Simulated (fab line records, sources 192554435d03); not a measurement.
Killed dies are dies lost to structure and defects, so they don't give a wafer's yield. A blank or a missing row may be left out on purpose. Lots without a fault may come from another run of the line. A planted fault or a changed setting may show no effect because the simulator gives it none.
Chamber matching | flow n5_finfet | N5_BEOL_M9_CMP_52 on cmp-04: 4 sister chambers
The step polishes, stops on SiCOH lowk, t overpolish 7 s, target thk 140 nm. 4 wafers are shown with their chamber, then 7 later ones without.

WAFERS WITH THEIR CHAMBER
wafer  | chamber | motor_current_A (A)
L081.2 | 1       | 5.5
L081.5 | 2       | 6.2
L084.2 | 3       | 6.5
L084.4 | 0       | 6.8

WAFERS WITHOUT THEIR CHAMBER
wafer  | motor_current_A (A)
L084.5 | 5.8
L097.1 | 6.6
L097.2 | 6.9
L097.5 | 6.3
L095.4 | 5.4
L095.5 | 5.2
L095.6 | 5.9

WHICH CHAMBER EACH WENT THROUGH
wafer  | from the rows above          | in truth
L084.5 | can't be placed: 1 or 2 or 3 | 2
L097.1 | can't be placed: 3 or 0 or 2 | 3
L097.2 | can't be placed: 0 or 3      | 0
L097.5 | can't be placed: 2 or 3 or 0 | 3
L095.4 | 1                            | 1
L095.5 | 1                            | 1
L095.6 | can't be placed: 2 or 1 or 3 | 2
Placed correctly: 2 of 7. Can't be placed from these rows: 5 (the true chamber is among the candidates in 5). Placed wrongly: 0.
How it was worked out, from the rows above alone: a wafer's distance from a chamber is the root of the sum, over the readings, of the square of ((its reading less the chamber's mean) divided by the reading's scatter). The wafer belongs to the nearest chamber; if the next one is less than 2 further off, it can't be placed. A chamber's mean is the mean of its shown wafers. The scatter: with one shown wafer a chamber, the root of the mean of the squares of how far each hidden wafer lies from its nearest shown one.
